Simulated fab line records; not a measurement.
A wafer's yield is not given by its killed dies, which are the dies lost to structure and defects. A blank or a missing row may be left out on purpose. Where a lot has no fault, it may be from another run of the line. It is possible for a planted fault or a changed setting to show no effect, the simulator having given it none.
fab line records | flow n5Finfet
record: lots: 11 | wafers: 31 | lastDay: 17
route steps=1938 shown BEOL_M6@1217 PASSIVATION@1936
lots untouched by any fault: they come from a run of this same line in which no faults occurred
startH: the number of hours between the record's first day and the start of the first shown wafer of the lot | waitH: how many hours have passed since the lot's step before this one | " identical to the entry in the row above | L1.1+2: a single row standing in for several wafers | - either no value or no given start | * or withheld: withheld | < > ~ a bound
route shown NAME@n: names a module that has steps shown in the file, with the first one's number in the route | usual: mean/standard deviation of fault-free wafers | same: alike in all rows | chamber/n: place in a boat | sites: per-site readings | _std_site: their standard deviation | _edge_site: mean of outer sites minus mean of inner sites | radiusMm: for every site, how far away it sits from the centre of the wafer | mask NAME#n: copy n | behind: the last tool/chamber to shape the wafer | hold: the reason the lot was held/the length of the hold in hours/how it ended | device: whichever transistor did not switch (one of n, p or np) | end of line: tests run on the same wafers once the route is complete | step lacking rows: just its recipe | killed: the dies lost at the first sort to structure and to defects; this is not the yield of the wafer | map: the dies of a wafer, with x for killed, . for not killed, _ for no die there
set.NAME: the setting the step ran with; set.NAME@STEP: the setting that earlier step ran with | model.NAME: the simulator's own value behind a step, which no gauge read
a sample of lots followed through the steps of the route, with each step as a table and each wafer as a row
services: from which hour (startH, from the record's first day; less than 0 if before it) a tool's chamber was out of use, for how many hours, and why
== steps ==
step: N5_BEOL_M6_CD_MEAS_18
recipe: pitchNm: 80 | targetCdNm: 40
usual: cdNm: 40.3/0.71
lot.wafer | tool     | chamber | startH | waitH | cdNm
L370.1    | cdSem-01 | -       | 196.67 | 0.0   | 40.6
L370.4    | "        | -       | "      | "     | 40.4
L370.6    | "        | -       | "      | "     | 41.8
L369.2    | cdSem-03 | -       | 209.17 | 0.1   | 39.6
L369.5    | "        | -       | "      | "     | 39.5
L369.6    | "        | -       | "      | "     | 39.9
L373.2    | cdSem-01 | -       | 223.82 | 0.1   | 41.3
L373.4    | "        | -       | "      | "     | 40.1
L373.6    | "        | -       | "      | "     | 39.9
L376.1    | cdSem-02 | -       | 234.53 | 0.0   | 39.9
L376.4    | "        | -       | "      | "     | 39.5
L376.5    | "        | -       | "      | "     | 39.7
L384.3    | cdSem-01 | -       | 281.92 | 0.1   | 40.2
L384.6    | "        | -       | "      | "     | 39.0
L386.2    | cdSem-01 | -       | 288.71 | 0.1   | 40.8
L386.4    | "        | -       | "      | "     | 40.7
L386.5    | "        | -       | "      | "     | 40.6
L385.1    | cdSem-03 | -       | 288.84 | 0.0   | 39.2
L385.3    | "        | -       | "      | "     | 39.8
L385.6    | "        | -       | "      | "     | 39.9
L387.2    | cdSem-01 | -       | 309.33 | 0.1   | 42.0
L387.3    | "        | -       | "      | "     | 40.5
L389.1    | cdSem-01 | -       | 311.22 | 0.0   | 41.1
L389.3    | "        | -       | "      | "     | 41.2
L389.6    | "        | -       | "      | "     | 40.9
L390.2    | cdSem-02 | -       | 315.34 | 0.1   | 39.9
L390.3    | "        | -       | "      | "     | 40.5
L390.5    | "        | -       | "      | "     | 40.2
L391.1    | cdSem-02 | -       | 329.83 | 0.0   | 39.8
L391.2    | "        | -       | "      | "     | 41.4
L391.3    | "        | -       | "      | "     | 40.9
step: N5_BEOL_M6_TRENCH_ETCH_37
recipe: chemistry: C4F6/O2 | targetDepthA: 944.35 | target: SiCOH_lowk | timeS: 31.5 | ionEnergyEv: 250 | pressureMtorr: 30 | sourceW: 345 | biasW: 185 | Ar_flow_sccm: 300 | C4F6_flow_sccm: 10 | O2_flow_sccm: 10
usual: drypumpMotorCurrentA: 5.6/0.42 | oesProductAu: 0.80/0.09 | rfFwdPowerW: 341.0/1.5 | rfVppV: 656/15 | runLengthS: 54.6/0.49 | showerheadPlenumPTorr: 2.80/0.065 | throttleValvePct: 20.80/0.25
same: timeS: 31.5
lot.wafer | tool       | chamber | startH | waitH | drypumpMotorCurrentA | oesProductAu | rfFwdPowerW | rfHoursCounterH | rfVppV | runLengthS | showerheadPlenumPTorr | throttleValvePct
L370.1    | rieDiel-04 | 3       | -      | -     | 4.9                  | 0.75         | 342.5       | 172             | 646    | 54.7       | 2.73                  | 20.96
L370.4    | "          | 1       | "      | "     | 5.4                  | 0.89         | 341.9       | 33              | 665    | 55.0       | 2.76                  | 20.72
L370.6    | "          | 0       | "      | "     | 6.1                  | 0.71         | 341.1       | -               | 670    | 54.2       | 2.79                  | 20.85
L369.2    | rieDiel-01 | 1       | -      | -     | 5.7                  | 0.83         | 339.1       | 72              | 649    | 53.7       | 2.90                  | 20.53
L369.5    | "          | 1       | "      | "     | 5.8                  | 0.82         | 339.2       | -               | 648    | 53.6       | 2.90                  | 20.53
L369.6    | "          | 2       | "      | "     | 5.9                  | 0.90         | 342.5       | -               | 647    | 54.9       | 2.83                  | 20.84
L373.2    | rieDiel-04 | 2       | -      | -     | 5.4                  | 0.81         | 336.6       | 74              | 665    | 54.8       | 2.75                  | 20.56
L373.4    | "          | 0       | "      | "     | 6.1                  | 0.71         | 341.3       | -               | 666    | 54.4       | 2.78                  | 20.86
L373.6    | "          | 1       | "      | "     | 5.4                  | 0.87         | 341.6       | -               | 663    | 55.3       | 2.76                  | 20.72
L376.1    | rieDiel-04 | 2       | -      | -     | 5.5                  | 0.81         | 338.9       | 79              | 665    | 55.1       | 2.75                  | 20.59
L376.4    | "          | 1       | "      | "     | 5.4                  | 0.86         | 342.5       | -               | 666    | 55.0       | 2.75                  | 20.73
L376.5    | "          | 2       | "      | "     | 5.5                  | 0.80         | 340.2       | -               | 666    | 55.1       | 2.75                  | 20.60
L384.3    | rieDiel-03 | 1       | -      | -     | 5.1                  | 0.84         | 340.5       | 48              | 627    | 54.2       | 2.89                  | 20.87
L384.6    | "          | 2       | "      | "     | 5.6                  | 0.85         | 338.9       | -               | 677    | 53.7       | 2.86                  | 20.32
L385.1    | rieDiel-03 | 1       | -      | -     | 5.1                  | 0.84         | 341.5       | 50              | 626    | 54.0       | 2.89                  | 20.86
L385.3    | "          | 3       | "      | "     | 5.4                  | 0.95         | 338.8       | 12              | 654    | 53.9       | 2.77                  | 20.88
L385.6    | "          | 0       | "      | "     | 6.4                  | 0.69         | 341.0       | -               | 643    | 54.7       | 2.82                  | 21.16
L386.2    | rieDiel-04 | 2       | -      | -     | 5.5                  | 0.77         | 338.9       | 104             | 665    | 54.8       | 2.74                  | 20.62
L386.4    | "          | 0       | "      | "     | 6.0                  | 0.98         | 340.0       | 3               | 669    | 54.7       | 2.78                  | 20.62
L386.5    | "          | 1       | "      | "     | 5.4                  | 0.82         | 343.5       | -               | 663    | 55.0       | 2.74                  | 20.76
L387.2    | rieDiel-04 | 2       | -      | -     | 5.5                  | 0.77         | 338.8       | 110             | 664    | 55.1       | 2.74                  | 20.61
L387.3    | "          | 3       | "      | "     | 4.9                  | 0.73         | 342.3       | 203             | 644    | 54.9       | 2.72                  | 21.03
L389.1    | rieDiel-03 | 2       | -      | -     | 5.6                  | 0.84         | 339.8       | 77              | 675    | 53.9       | 2.85                  | 20.34
L389.3    | "          | 0       | "      | "     | 6.4                  | 0.68         | 341.2       | 235             | 642    | 54.5       | 2.82                  | 21.18
L389.6    | "          | 0       | "      | "     | 6.4                  | 0.68         | 341.8       | -               | 642    | 54.6       | 2.82                  | 21.18
L390.2    | rieDiel-04 | 0       | -      | -     | 6.1                  | 0.95         | 341.0       | 12              | 669    | 54.3       | 2.77                  | 20.64
L390.3    | "          | 3       | "      | "     | 4.9                  | 0.72         | 343.3       | 205             | 645    | 55.4       | 2.71                  | 21.01
L390.5    | "          | 3       | "      | "     | 4.9                  | 0.72         | 341.7       | -               | 645    | 54.8       | 2.71                  | 21.02
L391.1    | rieDiel-03 | 0       | -      | -     | 6.4                  | 0.68         | 340.1       | 242             | 643    | 55.0       | 2.81                  | 21.19
L391.2    | "          | 3       | "      | "     | 5.4                  | 0.91         | 340.9       | 26              | 656    | 53.9       | 2.77                  | 20.91
L391.3    | "          | 1       | "      | "     | 5.1                  | 0.81         | 339.0       | 65              | 626    | 53.9       | 2.88                  | 20.89
step: N5_BEOL_M6_ETCH_41
recipe: chemistry: CH3F/O2 | target: SiCN | targetDepthA: 297 | taperDeg: 2 | timeS: 52 | ionEnergyEv: 120 | maskMaterial: TiN | pressureMtorr: 30 | sourceW: 395 | biasW: 75 | Ar_flow_sccm: 150 | CH3F_flow_sccm: 30 | O2_flow_sccm: 20
usual: drypumpMotorCurrentA: 5.6/0.42 | oesProductAu: 0.80/0.091 | rfFwdPowerW: 391.6/1.5 | rfVppV: 296.9/1.2 | runLengthS: 75.1/0.5 | showerheadPlenumPTorr: 1.97/0.047 | throttleValvePct: 16.22/0.25
lot.wafer | tool       | chamber | startH | waitH | drypumpMotorCurrentA | oesProductAu | rfFwdPowerW | rfHoursCounterH | rfVppV | runLengthS | showerheadPlenumPTorr | throttleValvePct
L370.1    | rieDiel-04 | 3       | 197.53 | -     | 4.9                  | 0.75         | 392.8       | 172             | 295.7  | 75.7       | 1.91                  | 16.39
L370.4    | "          | 1       | "      | "     | 5.4                  | 0.88         | 391.0       | 33              | 296.8  | 75.9       | 1.94                  | 16.13
L370.6    | "          | 0       | "      | "     | 6.1                  | 0.71         | 391.0       | -               | 296.5  | 74.7       | 1.95                  | 16.34
L369.2    | rieDiel-01 | 1       | 211.99 | -     | 5.7                  | 0.83         | 392.1       | 72              | 297.3  | 74.7       | 2.04                  | 15.91
L369.5    | "          | 1       | "      | "     | 5.7                  | 0.84         | 391.3       | -               | 296.5  | 74.3       | 2.04                  | 15.88
L369.6    | "          | 2       | "      | "     | 5.9                  | 0.90         | 392.1       | -               | 295.6  | 75.2       | 1.98                  | 16.13
L373.2    | rieDiel-04 | 2       | 225.17 | -     | 5.5                  | 0.82         | 390.1       | 74              | 296.4  | 75.8       | 1.94                  | 16.01
L373.4    | "          | 0       | "      | "     | 6.0                  | 0.72         | -           | -               | 296.0  | 68.6       | 1.95                  | 16.36
L373.6    | "          | 1       | "      | "     | 5.4                  | 0.87         | 395.0       | -               | 297.0  | 75.7       | 1.94                  | 16.15
L376.1    | rieDiel-04 | 2       | 235.52 | -     | 5.5                  | 0.80         | 389.8       | 79              | 295.8  | 75.6       | 1.93                  | 16.02
L376.4    | "          | 1       | "      | "     | 5.4                  | 0.86         | -           | -               | 296.3  | 69.2       | 1.94                  | 16.18
L376.5    | "          | 2       | "      | "     | 5.5                  | 0.80         | 392.4       | -               | 295.5  | 75.4       | 1.93                  | 16.02
L384.3    | rieDiel-03 | 1       | 286.17 | -     | 5.1                  | 0.84         | 391.8       | 48              | 298.3  | 74.5       | 2.03                  | 16.24
L384.6    | "          | 2       | "      | "     | 5.7                  | 0.85         | 389.3       | -               | 298.5  | 74.4       | 2.01                  | 15.78
L385.1    | rieDiel-03 | 1       | 291.10 | -     | 5.1                  | 0.83         | 393.2       | 50              | 299.4  | 74.3       | 2.03                  | 16.22
L385.3    | "          | 3       | "      | "     | 5.4                  | 0.96         | 391.1       | 12              | 296.0  | 74.8       | 1.95                  | 16.25
L385.6    | "          | 0       | "      | "     | 6.4                  | 0.69         | 392.2       | -               | 296.8  | 75.2       | 1.98                  | 16.59
L386.2    | rieDiel-04 | 2       | 291.11 | -     | 5.5                  | 0.77         | 389.1       | 104             | 296.2  | 75.2       | 1.93                  | 16.07
L386.4    | "          | 0       | "      | "     | 6.1                  | 0.97         | 390.1       | 3               | 296.7  | 74.7       | 1.94                  | 15.95
L386.5    | "          | 1       | "      | "     | 5.4                  | 0.82         | 393.6       | -               | 297.2  | 76.1       | 1.93                  | 16.22
L387.2    | rieDiel-04 | 2       | 310.26 | -     | 5.5                  | 0.77         | 390.5       | 110             | 296.5  | 75.5       | 1.92                  | 16.07
L387.3    | "          | 3       | "      | "     | 4.9                  | 0.72         | 392.9       | 203             | 296.2  | 75.3       | 1.90                  | 16.47
L389.1    | rieDiel-03 | 2       | 313.50 | -     | 5.7                  | 0.83         | 391.8       | 77              | 299.6  | 74.8       | 2.01                  | 15.81
L389.3    | "          | 0       | "      | "     | 6.4                  | 0.67         | 392.1       | 235             | 297.2  | 75.0       | 1.98                  | 16.59
L389.6    | "          | 0       | "      | "     | 6.4                  | 0.68         | 391.4       | -               | 296.3  | 75.0       | 1.98                  | 16.60
L390.2    | rieDiel-04 | 0       | 316.91 | -     | 6.1                  | 0.95         | 392.8       | 12              | 297.2  | 74.8       | 1.94                  | 16.00
L390.3    | "          | 3       | "      | "     | 4.9                  | 0.71         | 391.9       | 205             | 295.4  | 75.0       | 1.90                  | 16.46
L390.5    | "          | 3       | "      | "     | 4.9                  | 0.72         | 392.0       | -               | 295.7  | 75.5       | 1.90                  | 16.44
L391.1    | rieDiel-03 | 0       | 331.03 | -     | 6.3                  | 0.67         | 392.5       | 242             | 297.8  | 75.1       | 1.97                  | 16.61
L391.2    | "          | 3       | "      | "     | 5.4                  | 0.91         | 391.4       | 26              | 296.5  | 74.6       | 1.94                  | 16.27
L391.3    | "          | 1       | "      | "     | 5.1                  | 0.82         | 391.8       | 65              | 297.3  | 74.6       | 2.03                  | 16.26
step: N5_BEOL_M6_STRIP_80
recipe: chemistry: N2/H2 | timeS: 10 | powerW: 450 | tempC: 40 | pressureMtorr: 20 | rfFrequencyHz: 6e+07 | biasPowerW: 7 | n2FlowSccm: 200 | h2FlowSccm: 200
usual: drypumpMotorCurrentA: 5.6/0.42 | n2FlowSccm: 200.1/0.55 | oesProductAu: 0.81/0.091 | rfVppV: 59.1/0.86 | showerheadPlenumPTorr: 2.50/0.056 | throttleValvePct: 23.4/0.31
same: timeS: 10
lot.wafer | tool       | chamber | startH | waitH | drypumpMotorCurrentA | n2FlowSccm | oesProductAu | rfHoursCounterH | rfVppV | showerheadPlenumPTorr | throttleValvePct
L370.1    | rieDiel-04 | 3       | -      | -     | 4.9                  | 200.3      | 0.76         | 172             | 59.1   | 2.45                  | 23.8
L370.4    | "          | 1       | "      | "     | 5.4                  | 201.3      | 0.90         | 33              | 59.7   | 2.48                  | 23.7
L370.6    | "          | 0       | "      | "     | 6.1                  | 200.5      | 0.72         | -               | 59.3   | 2.47                  | 23.1
L369.2    | rieDiel-01 | 1       | -      | -     | 5.8                  | 199.6      | 0.84         | 72              | 58.8   | 2.56                  | 23.0
L369.5    | "          | 1       | "      | "     | 5.8                  | 199.5      | 0.84         | -               | 59.9   | 2.56                  | 23.0
L369.6    | "          | 2       | "      | "     | 5.9                  | 199.9      | 0.93         | -               | 58.8   | 2.50                  | 23.4
L373.2    | rieDiel-04 | 2       | -      | -     | 5.5                  | 200.3      | 0.83         | 74              | 60.6   | 2.45                  | 22.9
L373.4    | "          | 0       | "      | "     | 6.0                  | 200.7      | 0.70         | -               | 58.0   | 2.47                  | 23.1
L373.6    | "          | 1       | "      | "     | 5.4                  | 200.3      | 0.88         | -               | 58.6   | 2.48                  | 23.7
L376.1    | rieDiel-04 | 2       | -      | -     | 5.5                  | 200.5      | 0.82         | 79              | 57.9   | 2.44                  | 22.9
L376.4    | "          | 1       | "      | "     | 5.4                  | 200.6      | 0.87         | -               | 58.1   | 2.47                  | 23.7
L376.5    | "          | 2       | "      | "     | 5.5                  | 200.8      | 0.82         | -               | 58.3   | 2.44                  | 22.9
L384.3    | rieDiel-03 | 1       | -      | -     | 5.1                  | 199.5      | 0.83         | 48              | 58.7   | 2.57                  | 23.6
L384.6    | "          | 2       | "      | "     | 5.6                  | 200.1      | 0.85         | -               | 59.3   | 2.57                  | 23.1
L385.1    | rieDiel-03 | 1       | -      | -     | 5.1                  | 200.5      | 0.83         | 50              | 59.2   | 2.56                  | 23.6
L385.3    | "          | 3       | "      | "     | 5.4                  | 200.2      | 0.94         | 12              | 59.2   | 2.50                  | 23.7
L385.6    | "          | 0       | "      | "     | 6.4                  | 200.1      | 0.68         | -               | 59.7   | 2.49                  | 23.5
L386.2    | rieDiel-04 | 2       | -      | -     | 5.5                  | 199.8      | 0.78         | 104             | 59.2   | 2.43                  | 22.9
L386.4    | "          | 0       | "      | "     | 6.0                  | 200.3      | 0.98         | 3               | 59.2   | 2.46                  | 23.0
L386.5    | "          | 1       | "      | "     | 5.4                  | 200.9      | 0.83         | -               | 58.9   | 2.46                  | 23.7
L387.2    | rieDiel-04 | 2       | -      | -     | 5.5                  | 199.4      | 0.78         | 110             | 58.3   | 2.43                  | 22.9
L387.3    | "          | 3       | "      | "     | 4.9                  | 199.5      | 0.73         | 203             | 57.9   | 2.43                  | 23.8
L389.1    | rieDiel-03 | 2       | -      | -     | 5.6                  | 199.5      | 0.85         | 77              | 60.2   | 2.57                  | 23.1
L389.3    | "          | 0       | "      | "     | 6.4                  | 199.8      | 0.67         | 235             | 59.1   | 2.49                  | 23.5
L389.6    | "          | 0       | "      | "     | 6.4                  | 199.3      | 0.67         | -               | 59.4   | 2.49                  | 23.5
L390.2    | rieDiel-04 | 0       | -      | -     | 6.1                  | 200.4      | 0.95         | 12              | 59.6   | 2.46                  | 23.1
L390.3    | "          | 3       | "      | "     | 4.9                  | 199.7      | 0.73         | 205             | 59.4   | 2.43                  | 23.8
L390.5    | "          | 3       | "      | "     | 5.0                  | 200.5      | 0.73         | -               | 58.3   | 2.43                  | 23.8
L391.1    | rieDiel-03 | 0       | -      | -     | 6.4                  | 200.6      | 0.67         | 242             | 59.8   | 2.49                  | 23.5
L391.2    | "          | 3       | "      | "     | 5.4                  | 199.8      | 0.90         | 26              | 58.8   | 2.50                  | 23.7
L391.3    | "          | 1       | "      | "     | 5.1                  | 199.8      | 0.80         | 65              | 60.4   | 2.56                  | 23.7
step: N5_PASSIVATION_PROBE_49
usual: defectLimitedYield: 91.1/1.4 | killed_at_M0_to_M3: 36/9.9 | killed_at_M4_up: 13/5.8 | killedAtContacts: 14/5.9 | killedAtFrontEnd: 39/11 | killedAtOther: 3.4/2.9 | killedDies: 105/17 | killedOpen: 70/13 | killedShort: 34/7.3 | sort_bin_5_function: 5.3/1 | sort_bin_6_memory: 3.3/0.62 | sortNPass: 1075/17 | sortYieldPct: 91.1/1.4
same: grossDies: 1180 | killedAtBackSide: 0 | sort_bin_4_leakage[%]: 0 | sort_bin_8_speed[%]: 0
lot.wafer | tool      | chamber | startH | waitH | defectLimitedYield[%] | killed_at_M0_to_M3 | killed_at_M4_up | killedAtContacts | killedAtFrontEnd | killedAtOther | killedDies | killedOpen | killedShort | sort_bin_5_function[%] | sort_bin_6_memory[%] | sortNPass | sortYieldPct[%]
L386.2    | prober-01 | -       | 390.70 | 0.1   | 87.8                  | 43                 | 14              | 17               | 64               | 6             | 144        | 86         | 53          | 7.3                    | 4.6                  | 1036      | 87.8
L386.4    | prober-01 | -       | 390.80 | 0.2   | 88.9                  | 28                 | 9               | 19               | 72               | 3             | 131        | 85         | 46          | 7.9                    | 2.8                  | 1049      | 88.9
killed by level:class
L386.2 FIN_SAQP:geometricParticle:short=14 MOL_CONTACT_COAG:geometricParticle:open=14 BEOL_M0_SAQP:geometricParticle:short=11 BEOL_M0_SAQP:geometricParticle:open=11 GATE_CUT:geometricParticle:short=9 FIN_SAQP:geometricParticle:open=8 BEOL_M1:geometricParticle:open=7 DUMMY_GATE:geometricParticle:open=6
L386.4 MOL_CONTACT_COAG:geometricParticle:open=17 FIN_SAQP:geometricParticle:short=16 STI_FIN_REVEAL:geometricParticle:open=15 FIN_SAQP:geometricParticle:open=12 DUMMY_GATE:geometricParticle:open=7 BEOL_M0_SAQP:geometricParticle:open=7 BEOL_M1:geometricParticle:open=5 GATE_CUT:geometricParticle:open=5
== services ==
tool       | chamber | startH | hours | kind
rieDiel-03 | 1       | 188.21 | 2.4   | repair
rieDiel-01 | 1       | 202.82 | 3.8   | repair
rieDiel-04 | 3       | 218.89 | 32.8  | repair
rieDiel-03 | 3       | 234.65 | -     | clean
rieDiel-03 | 3       | 234.65 | -     | consumableReplace:focusRing
rieDiel-03 | 3       | 234.65 | 20.9  | scheduledDown
rieDiel-03 | 3       | 234.65 | 20.9  | ventCycle
rieDiel-01 | -       | 236.60 | 0.2   | repair
rieDiel-04 | 0       | 251.90 | -     | clean
rieDiel-04 | 0       | 251.90 | -     | consumableReplace:focusRing
rieDiel-04 | 0       | 251.90 | 31.1  | scheduledDown
rieDiel-04 | 0       | 251.90 | 31.1  | ventCycle
rieDiel-01 | 0       | 293.81 | -     | clean
rieDiel-01 | 0       | 293.81 | -     | consumableReplace:focusRing
rieDiel-01 | 0       | 293.81 | -     | consumableReplace:showerhead
rieDiel-01 | 0       | 293.81 | 15.5  | scheduledDown
rieDiel-01 | 0       | 293.81 | 15.5  | ventCycle
== key ==
firstSign: step: N5_BEOL_M6_ETCH_41 | reading: runLengthS | direction: down | sigmas: 12 | usual: * | struck: *
effect none on later readings
metAt N5_BEOL_M6_ETCH_41
struckLots L373,L376
struckWafers L373.4,L376.4
notActingAt N5_BEOL_M6_CD_MEAS_18,N5_BEOL_M6_TRENCH_ETCH_37,N5_BEOL_M6_STRIP_80
onsetBetween 197.53 225.17
fault: kind: processParameterDrift | tool: rieDiel-04 | chamber: - | onsetH: 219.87 | steps: N5_BEOL_M6_ETCH_41 | channel: timeS | offset: * | shape: step | endH: 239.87 | scope: struckWafersOnly | actsIn: * | stated: *
